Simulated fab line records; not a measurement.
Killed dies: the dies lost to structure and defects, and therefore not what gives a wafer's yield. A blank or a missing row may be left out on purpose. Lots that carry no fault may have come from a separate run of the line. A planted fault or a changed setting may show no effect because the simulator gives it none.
Chamber matching :: flow n5 finfet :: 4 sister chambers for N5_SDB_ALD_29 on ald sin-02
The step deposits SiNx, target thk 30 nm, pulse time 1 s, ald cycles 600. 22 wafers are shown with their chamber, then 11 later ones without.

## WAFERS PAIRED WITH THEIR CHAMBERS
wafer: L074.2
chamber: 1
heater power w (W): 980
precursor pulse height rel: 1.025

wafer: L074.4
chamber: 3
heater power w (W): 884
precursor pulse height rel: 0.982

wafer: L074.5
chamber: 3
heater power w (W): 884
precursor pulse height rel: 1.017

wafer: L075.1
chamber: 3
heater power w (W): 882
precursor pulse height rel: 1.006

wafer: L075.3
chamber: 2
heater power w (W): 778
precursor pulse height rel: 0.978

wafer: L075.5
chamber: 3
heater power w (W): 901
precursor pulse height rel: 1.012

wafer: L076.1
chamber: 3
heater power w (W): 881
precursor pulse height rel: 0.956

wafer: L076.2
chamber: 0
heater power w (W): 723
precursor pulse height rel: 1.019

wafer: L076.6
chamber: 1
heater power w (W): 979
precursor pulse height rel: 0.989

wafer: L079.3
chamber: 0
heater power w (W): 747
precursor pulse height rel: 1.030

wafer: L079.4
chamber: 1
heater power w (W): 946
precursor pulse height rel: 1.008

wafer: L079.6
chamber: 0
heater power w (W): 740
precursor pulse height rel: 0.994

wafer: L080.1
chamber: 1
heater power w (W): 965
precursor pulse height rel: 0.982

wafer: L080.2
chamber: 3
heater power w (W): 902
precursor pulse height rel: 0.985

wafer: L080.6
chamber: 0
heater power w (W): 749
precursor pulse height rel: 1.003

wafer: L081.2
chamber: 0
heater power w (W): 745
precursor pulse height rel: 1.001

wafer: L081.3
chamber: 2
heater power w (W): 768
precursor pulse height rel: 0.987

wafer: L081.5
chamber: 3
heater power w (W): 901
precursor pulse height rel: 0.973

wafer: L085.1
chamber: 1
heater power w (W): 996
precursor pulse height rel: 1.005

wafer: L085.2
chamber: 0
heater power w (W): 737
precursor pulse height rel: 1.037

wafer: L085.6
chamber: 3
heater power w (W): 907
precursor pulse height rel: 0.984

wafer: L086.4
chamber: 1
heater power w (W): 953
precursor pulse height rel: 0.985

SIGNATURES, as means of the wafers listed above
reading: heater power w
chamber 0: 740.17
chamber 1: 969.83
chamber 2: 773.00
chamber 3: 892.75
scatter within a chamber: 13.1

reading: precursor pulse height rel
chamber 0: 1.01400
chamber 1: 0.99900
chamber 2: 0.98250
chamber 3: 0.98938
scatter within a chamber: 0.0182
Rule: for each reading, subtract the chamber's mean from the wafer's reading, divide by that reading's scatter and square the result; add these up over the readings and take the root, which gives the wafer's distance from the chamber. The wafer belongs to the nearest chamber; if the next one is less than 2 further off, it can't be placed. The scatter: take each reading less its chamber's mean, square it, sum over the shown wafers, divide by the number of wafers less the number of chambers, and take the root.

## WAFERS WHOSE CHAMBER IS MISSING
wafer: L086.5
heater power w (W): 965
precursor pulse height rel: 1.013

wafer: L086.6
heater power w (W): 779
precursor pulse height rel: 1.038

wafer: L087.1
heater power w (W): 903
precursor pulse height rel: 1.016

wafer: L087.3
heater power w (W): 777
precursor pulse height rel: 1.025

wafer: L087.5
heater power w (W): 765
precursor pulse height rel: 0.977

wafer: L093.1
heater power w (W): 775
precursor pulse height rel: 1.003

wafer: L093.4
heater power w (W): 892
precursor pulse height rel: 1.016

wafer: L093.5
heater power w (W): 980
precursor pulse height rel: 0.985

wafer: L095.1
heater power w (W): 794
precursor pulse height rel: 1.006

wafer: L095.3
heater power w (W): 738
precursor pulse height rel: 0.984

wafer: L095.4
heater power w (W): 915
precursor pulse height rel: 0.999

## WHICH CHAMBER EACH WENT THROUGH
wafer: L086.5
from the rows above: 1
in truth: 1

wafer: L086.6
from the rows above: can't be placed: 2 or 0
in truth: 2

wafer: L087.1
from the rows above: 3
in truth: 3

wafer: L087.3
from the rows above: can't be placed: 2 or 0
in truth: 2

wafer: L087.5
from the rows above: 2
in truth: 2

wafer: L093.1
from the rows above: can't be placed: 2 or 0
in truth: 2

wafer: L093.4
from the rows above: 3
in truth: 3

wafer: L093.5
from the rows above: 1
in truth: 1

wafer: L095.1
from the rows above: 2
in truth: 2

wafer: L095.3
from the rows above: can't be placed: 0 or 2
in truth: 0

wafer: L095.4
from the rows above: 3
in truth: 3
Correctly placed: 7 of 11. These rows do not allow placing 4 (true chamber among the candidates in 4). 0 placed wrongly.
